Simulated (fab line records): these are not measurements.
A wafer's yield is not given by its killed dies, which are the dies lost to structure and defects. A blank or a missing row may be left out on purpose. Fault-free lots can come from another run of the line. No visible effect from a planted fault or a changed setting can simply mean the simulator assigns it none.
fab line records	flow nandHarc
record: lots: 6	wafers: 18	lastDay: 33
route steps=1302 shown P_CONTACT@219 END@1302
lots with no fault: from the same line, run without faults
startH: hours from the record's opening day to when the first of the lot's shown wafers began	waitH: how many hours have passed since the lot's step before this one	" same as the row above	L1.1+2: a row that stands for several wafers	- no value present, or no start provided	* or withheld: withheld	< > ~ a bound
route shown NAME@n: names a module that has steps shown in the file, with the first one's number in the route	usual: mean/standard deviation of fault-free wafers	same: alike in all rows	chamber/n: place in a boat	sites: each site's reading	_std_site: the standard deviation of these	_edge_site: mean of outer sites minus mean of inner sites	radiusMm: for every site, how far away it sits from the centre of the wafer	mask NAME#n: copy n	behind: the most recent tool/chamber to have shaped the wafer	hold: why the lot was held/for how many hours/how that ended	device: transistor that didn't switch, given as n, p or np	end of line: the same wafers' tests at the end of the route	for a step that has no rows: nothing shown but its recipe	killed: not the wafer's yield, but the dies lost to structure and defects at the first sort	map: a wafer's dies, x killed, . not, _ none there
set.NAME: the setting the step ran with; set.NAME@STEP: the setting that earlier step ran with	model.NAME: the simulator's own value behind a step, which no gauge read
a table for each step, a row for each wafer; lots at some steps of the route
services: a tool's chamber out of use, with start hour (startH, from the record's first day; less than 0 if before it), hours out, and reason
== steps ==
step: NHARC_P_CONTACT_CMP_01
recipe: targetThkNm: 200	material: SiO2
usual: motorCurrentA: 12.1/0.86
lot.wafer	tool	chamber	startH	waitH	motorCurrentA
L797.2	cmp-01	3	135.82	-	12.1
L797.1	"	1	"	"	12.5
L797.5	"	0	"	"	11.3
L809.4	cmp-01	2	262.63	-	12.7
L809.2	"	3	"	"	11.2
L809.5	"	3	"	"	12.2
L810.1	cmp-04	1	263.47	-	13.6
L810.4	"	2	"	"	15.0
L810.6	"	3	"	"	11.1
L816.4	cmp-03	3	328.44	-	12.2
L816.1	"	0	"	"	12.1
L816.2	"	1	"	"	11.2
L817.4	cmp-04	0	337.05	-	12.0
L817.3	"	3	"	"	12.1
L817.6	"	0	"	"	12.0
L818.2	cmp-04	3	343.08	-	11.5
L818.1	"	0	"	"	12.2
L818.6	"	2	"	"	13.8
step: NHARC_P_CONTACT_SRD_03
step: NHARC_P_CONTACT_DEHYDRATE_04
recipe: tempC: 150	timeS: 120
step: NHARC_P_CONTACT_HMDS_05
recipe: timeS: 30
step: NHARC_P_CONTACT_COAT_33
recipe: tempC: 260	timeS: 75
step: NHARC_P_CONTACT_COAT_34
recipe: tempC: 225	timeS: 65
step: NHARC_P_CONTACT_COAT_06
recipe: spinRpm: 1500	resistThkNm: 90
step: NHARC_P_CONTACT_SOFTBAKE_07
recipe: tempC: 105	timeS: 55
step: NHARC_P_CONTACT_EBR_08
step: NHARC_P_CONTACT_EXPOSE_09
recipe: na: 1.35	targetCdNm: 90	doseMj: 81.26	maskId: P_CA
step: NHARC_P_CONTACT_PEB_10
recipe: pebTempC: 100	pebTimeS: 65
step: NHARC_P_CONTACT_DEVELOP_11
recipe: developTimeS: 35	devTempC: 23
lot.wafer	tool	chamber	startH	waitH
L797.1+2+5	lithoTrack-06	0	136	-
L809.2+4+5	lithoTrack-01	0	263	-
L810.1+4+6	lithoTrack-01	0	264	-
L816.1+2+4	lithoTrack-06	0	329	-
L817.3+4+6	lithoTrack-01	0	337	-
L818.1+2+6	lithoTrack-06	0	343	-
step: NHARC_P_CONTACT_CD_MEAS_12
recipe: targetCdNm: 90	landingEnergyEv: 500
usual: cdNm: 90.1/0.8
lot.wafer	tool	chamber	startH	waitH	cdNm
L797.1	cdSem-02	0	136.66	-	89.9
L797.2	"	0	"	"	88.8
L797.5	"	0	"	"	89.1
L809.2	cdSem-02	0	263.46	-	88.0
L809.4	"	0	"	"	90.4
L809.5	"	0	"	"	90.1
L810.1	cdSem-03	0	264.25	-	88.4
L810.4	"	0	"	"	90.6
L810.6	"	0	"	"	87.9
L816.1	cdSem-02	0	329.27	-	89.4
L816.2	"	0	"	"	90.0
L816.4	"	0	"	"	89.2
L817.3	cdSem-03	0	337.76	-	89.7
L817.4	"	0	"	"	89.0
L817.6	"	0	"	"	89.2
L818.1	cdSem-02	0	343.88	-	89.3
L818.2	"	0	"	"	89.8
L818.6	"	0	"	"	89.1
step: NHARC_P_CONTACT_OVL_MEAS_13
usual: overlayXNm: 0.1/0.88	overlayYNm: 0.0/0.86
lot.wafer	tool	chamber	startH	waitH	overlayXNm	overlayYNm
L797.1	overlay-01	-	136.74	-	0.4	0.8
L797.2	"	-	"	"	0.8	1.8
L797.5	"	-	"	"	1.1	1.3
L809.2	overlay-01	-	263.55	-	-0.5	-0.9
L809.4	"	-	"	"	-0.4	-1.3
L809.5	"	-	"	"	0.3	-0.6
L810.1	overlay-02	-	264.34	-	0.1	0.5
L810.4	"	-	"	"	-0.4	0.4
L810.6	"	-	"	"	-0.4	0.3
L816.1	overlay-01	-	329.36	-	-0.7	-1.8
L816.2	"	-	"	"	-1.9	-1.9
L816.4	"	-	"	"	-1.2	-2.2
L817.3	overlay-02	-	337.84	-	-2.0	0.2
L817.4	"	-	"	"	-2.3	0.4
L817.6	"	-	"	"	-2.1	-0.6
L818.1	overlay-02	-	343.97	-	0.0	-0.4
L818.2	"	-	"	"	0.0	-1.0
L818.6	"	-	"	"	-0.1	-1.0
step: NHARC_P_CONTACT_INSPECT_14
usual: rawDefectCount: 4/2.2
lot.wafer	tool	chamber	startH	waitH	rawDefectCount
L797.1	defectInspect-01	-	136.78	0.0	7
L797.2	"	-	"	"	7
L797.5	"	-	"	"	0
L809.2	defectInspect-02	-	263.58	0.0	2
L809.4	"	-	"	"	2
L809.5	"	-	"	"	3
L810.1	defectInspect-01	-	264.38	0.0	4
L810.4	"	-	"	"	3
L810.6	"	-	"	"	11
L816.1	defectInspect-02	-	329.39	0.0	4
L816.2	"	-	"	"	7
L816.4	"	-	"	"	6
L817.3	defectInspect-02	-	337.88	0.0	6
L817.4	"	-	"	"	4
L817.6	"	-	"	"	2
L818.1	defectInspect-02	-	344.01	0.0	5
L818.2	"	-	"	"	2
L818.6	"	-	"	"	1
step: NHARC_P_CONTACT_DESCUM_17
recipe: timeS: 3	o2FlowSccm: 200	arFlowSccm: 0	biasPowerW: 0	chemistry: O2
usual: drypumpMotorCurrentA: 5.74/0.3	oesProductAu: 1.000/0.013	rfVppV: 57.8/0.93	showerheadPlenumPTorr: 1.94/0.076	throttleValvePct: 11.311/0.0086
lot.wafer	tool	chamber	startH	waitH	drypumpMotorCurrentA	oesProductAu	rfHoursCounterH	rfVppV	showerheadPlenumPTorr	throttleValvePct	model.P_CONTACT.cdNm
L797.1	rieDiel-05	0	136.84	0.1	5.64	1.005	3.0	58.9	2.00	11.302	90.01
L797.2	"	1	"	"	5.79	1.011	2.7	57.7	1.98	11.300	88.38
L797.5	"	0	"	"	5.65	1.000	-	58.4	2.00	11.307	89.11
L809.2	rieDiel-05	1	263.64	0.1	5.81	0.988	1.6	57.3	1.98	11.314	87.37
L809.4	"	2	"	"	5.92	1.010	1.5	56.7	2.02	11.315	90.64
L809.5	"	1	"	"	5.84	0.995	-	56.4	1.98	11.322	89.05
L810.4	rieDiel-07	2	264.44	0.1	6.15	1.001	3.2	58.2	1.99	11.312	90.69
L810.1	"	3	"	"	5.91	1.008	3.5	57.3	1.94	11.322	87.65
L810.6	"	2	"	"	6.15	1.002	-	57.5	1.99	11.321	87.71
L816.2	rieDiel-11	1	329.46	0.1	5.27	1.000	1.3	56.6	1.80	11.316	89.36
L816.1	"	2	"	"	5.56	0.999	1.4	57.9	1.84	11.307	90.02
L816.4	"	0	"	"	6.21	1.006	1.4	58.7	1.92	11.305	88.49
L817.4	rieDiel-07	1	337.94	0.1	6.06	1.009	0.5	58.2	2.03	11.320	89.99
L817.3	"	0	"	"	5.48	0.992	0.7	57.8	1.91	11.312	89.29
L817.6	"	1	"	"	6.08	1.004	-	57.1	2.03	11.319	90.33
L818.2	rieDiel-07	1	344.08	0.1	6.06	1.012	0.9	58.7	2.03	11.320	90.04
L818.1	"	2	"	"	6.13	1.000	0.8	58.0	1.99	11.305	88.14
L818.6	"	2	"	"	6.13	1.004	-	56.4	1.99	11.320	87.65
step: NHARC_P_CONTACT_ETCH_35
recipe: targetDepthA: 390	overEtchFrac: 0.3	timeS: 65	ionEnergyEv: 80	cf4FlowSccm: 150	arFlowSccm: 0	rfW: 300	biasW: 100	chemistry: CF4
usual: cf4FlowSccm: 150.0/0.44	drypumpMotorCurrentA: 5.74/0.29	oesProductAu: 1.000/0.013	rfVppV: 151.5/1.1	showerheadPlenumPTorr: 1.79/0.061	throttleValvePct: 13.283/0.0095
lot.wafer	tool	chamber	startH	waitH	cf4FlowSccm	drypumpMotorCurrentA	oesProductAu	rfHoursCounterH	rfVppV	showerheadPlenumPTorr	throttleValvePct	model.P_CONTACT.cdNm
L797.2	rieDiel-05	1	136.93	0.1	148.9	5.80	0.995	2.7	151.2	1.83	13.274	88.88
L797.1	"	3	"	"	150.3	5.35	1.018	3.2	150.5	1.75	13.285	90.49
L797.5	"	1	"	"	149.6	5.84	0.995	-	152.1	1.83	13.300	89.66
L809.2	rieDiel-05	1	263.73	0.1	150.0	5.82	1.003	1.6	151.9	1.83	13.285	87.3
L809.4	"	2	"	"	150.2	5.89	1.005	1.5	152.4	1.86	13.278	90.64
L809.5	"	1	"	"	149.4	5.84	1.003	-	153.2	1.83	13.284	88.7
L810.4	rieDiel-07	0	264.53	0.1	150.0	5.49	1.010	3.9	151.2	1.77	13.273	91.06
L810.1	"	2	"	"	150.0	6.14	1.011	3.2	152.0	1.83	13.279	87.64
L810.6	"	3	"	"	150.6	5.91	1.012	-	150.5	1.79	13.286	87.68
L816.1	rieDiel-11	0	329.54	0.1	149.2	6.21	1.003	1.4	151.9	1.77	13.289	90.6
L816.2	"	1	"	"	149.6	5.29	1.003	1.3	150.1	1.67	13.278	89.57
L816.4	"	2	"	"	149.7	5.56	0.997	1.4	148.8	1.71	13.279	88.57
L817.4	rieDiel-07	3	338.02	0.1	149.4	5.93	0.997	0.6	153.0	1.79	13.285	90.29
L817.3	"	2	"	"	150.9	6.08	0.995	0.5	152.2	1.83	13.295	89.2
L817.6	"	3	"	"	150.2	5.92	0.990	-	151.7	1.79	13.303	90.75
L818.2	rieDiel-07	0	344.17	0.1	149.3	5.55	0.988	1.1	152.2	1.77	13.263	89.85
L818.1	"	2	"	"	150.5	6.11	1.012	0.8	152.1	1.83	13.285	87.8
L818.6	"	2	"	"	149.7	6.12	1.010	-	152.8	1.83	13.303	87.4
step: NHARC_P_CONTACT_ETCH_36
recipe: targetDepthA: 2600	overEtchFrac: 0.25	timeS: 406.25	ionEnergyEv: 200	n2FlowSccm: 150	h2FlowSccm: 150	arFlowSccm: 0	rfW: 400	biasW: 150	chemistry: N2/H2
usual: drypumpMotorCurrentA: 5.74/0.28	oesProductAu: 0.999/0.012	rfVppV: 431.3/2.4	showerheadPlenumPTorr: 2.07/0.08	throttleValvePct: 14.172/0.0079
lot.wafer	tool	chamber	startH	waitH	drypumpMotorCurrentA	oesProductAu	rfHoursCounterH	rfVppV	showerheadPlenumPTorr	throttleValvePct
L797.2	rieDiel-05	2	-	-	5.88	1.012	3.2	432.3	2.16	14.162
L797.1	"	0	"	"	5.67	1.010	3.1	433.0	2.14	14.175
L797.5	"	3	"	"	5.36	1.006	-	429.8	2.01	14.171
L809.4	rieDiel-05	0	-	-	5.65	1.003	0.5	432.6	2.13	14.151
L809.2	"	2	"	"	5.92	1.009	1.6	433.2	2.16	14.169
L809.5	"	0	"	"	5.65	1.014	-	432.7	2.13	14.171
L810.1	rieDiel-07	2	-	-	6.13	0.991	3.3	431.8	2.12	14.177
L810.4	"	3	"	"	5.96	1.009	3.6	430.6	2.06	14.174
L810.6	"	0	"	"	5.54	1.000	-	430.3	2.04	14.160
L816.4	rieDiel-11	2	-	-	5.54	0.998	1.5	428.8	1.96	14.167
L816.2	"	0	"	"	6.13	0.977	1.4	432.5	2.04	14.172
L816.1	"	1	"	"	5.25	0.978	1.4	427.8	1.91	14.184
L817.3	rieDiel-07	1	-	-	6.06	1.001	0.6	434.1	2.17	14.168
L817.4	"	2	"	"	6.14	1.010	0.6	432.6	2.12	14.169
L817.6	"	1	"	"	6.05	0.994	-	434.9	2.17	14.180
L818.1	rieDiel-07	0	-	-	5.52	0.979	1.2	431.2	2.04	14.156
L818.2	"	1	"	"	6.07	1.000	1.0	434.3	2.17	14.173
L818.6	"	0	"	"	5.48	0.982	-	431.2	2.04	14.186
step: NHARC_END_SORT_01
recipe: tempC: 25
usual: killedAtArray: 54/21	killedAtOther: 0.9/1.1	killedAtPeriphery: 3.5/2.5	killedDies: 58/21	killedOpen: 3.3/1.9	killedShort: 2.6/1.8
same: grossDies: 677
lot.wafer	tool	chamber	startH	waitH	killedAtArray	killedAtOther	killedAtPeriphery	killedDies	killedOpen	killedShort
L809.2	prober-02	0	706.27	2.8	45	3	2	50	3	0
L809.4	prober-02	0	707.85	3.4	43	0	1	44	5	2
L809.5	prober-02	0	708.65	3.7	44	0	4	48	5	3
L810.4	prober-01	0	715.65	3.4	54	1	7	62	4	1
killed by level:class
L809.2 A_CHANNEL_HOLE_D1:chamberFilmFlake=33 A_CONTACT:chamberFilmFlake=4 THIN_TSV:chamberFilmFlake=3 A_WL_FILL:geometricParticle:open=2 A_DECK1_JOINT:chamberFilmFlake=2 A_STAIRCASE:chamberFilmFlake=2 A_M0:geometricParticle:open=1 P_STI:chamberFilmFlake=1
L809.4 A_CHANNEL_HOLE_D1:chamberFilmFlake=28 A_SLIT:chamberFilmFlake=4 A_ONON_D2:geometricParticle:open=2 A_CHANNEL_FILL_D2:chamberFilmFlake=2 P_M0:geometricParticle:open=1 A_CONTACT:geometricParticle:open=1 A_M0:geometricParticle:open=1 A_M0:geometricParticle:short=1
L809.5 A_CHANNEL_HOLE_D1:chamberFilmFlake=29 A_SLIT:chamberFilmFlake=3 A_DECK1_JOINT:chamberFilmFlake=2 A_CONTACT:chamberFilmFlake=2 P_STI:geometricParticle:open=1 P_GATE:geometricParticle:open=1 A_CHANNEL_HOLE_D1:geometricParticle:short=1 A_CHANNEL_FILL_D1:geometricParticle:open=1
L810.4 A_SLIT:chamberFilmFlake=24 A_CHANNEL_HOLE_D2:chamberFilmFlake=9 A_CHANNEL_HOLE_D1:chamberFilmFlake=8 A_STAIRCASE:chamberFilmFlake=3 P_CONTACT:geometricParticle:open=2 P_BONDPAD:chamberFilmFlake=2 A_ZERO_WELL:chamberFilmFlake=2 A_CHANNEL_FILL_D2:chamberFilmFlake=2
== services ==
tool	chamber	startH	hours	kind
rieDiel-07	-	117.20	9.0	pm
rieDiel-11	0	123.89	9.6	repair
cmp-04	-	131.71	9.1	repair
rieDiel-11	3	137.91	13.1	repair
lithoTrack-01	-	155.00	7.0	pm
cmp-01	-	159.35	5.9	repair
rieDiel-07	2	161.82	7.6	repair
rieDiel-07	3	177.97	5.0	repair
lithoTrack-06	-	179.00	7.0	pm
cmp-01	-	194.81	4.0	pm
cmp-04	-	209.11	4.0	pm
rieDiel-05	-	229.60	9.0	pm
rieDiel-11	1	232.52	8.7	repair
cmp-04	-	235.65	0.8	repair
rieDiel-05	0	243.66	16.9	repair
rieDiel-07	2	245.21	9.8	repair
cmp-04	-	245.37	1.1	repair
rieDiel-11	-	255.52	9.0	pm
cmp-04	-	271.87	0.6	repair
rieDiel-07	-	294.20	9.0	pm
cmp-04	-	307.11	4.0	pm
lithoTrack-01	-	330.00	7.0	pm
rieDiel-05	-	334.32	0.8	repair
rieDiel-07	3	342.91	16.7	repair
== key ==
firstSign: step: NHARC_P_CONTACT_CD_MEAS_12	reading: cdNm	direction: down	sigmas: 2.5	usual: 90.1	struck: 88.1
effect none on later readings
modelEffect: step: NHARC_P_CONTACT_DESCUM_17	value: P_CONTACT.cdNm	without: 89.2	struck: 87.58
modelEffect: step: NHARC_P_CONTACT_ETCH_35	value: P_CONTACT.cdNm	without: 89.16	struck: 87.54
metAt NHARC_P_CONTACT_DEVELOP_11
struckWafers L809.2,L810.1,L810.6
testerLeftOut L809,L810
fault: kind: processParameterDrift	tool: lithoTrack-01	chamber: -	onsetH: 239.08	steps: NHARC_P_CONTACT_DEVELOP_11	channel: developTimeS	offset: *	shape: step	endH: 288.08	scope: struckWafersOnly	actsIn: *	stated: *
testerLeftOut: of these lots the tester's yield and bins aren't shown, on N5 and GAA mostly nor the transistor test; their killed dies are dies lost to structure and defects alone, not to doping, threshold or leakage, so they don't give the yield
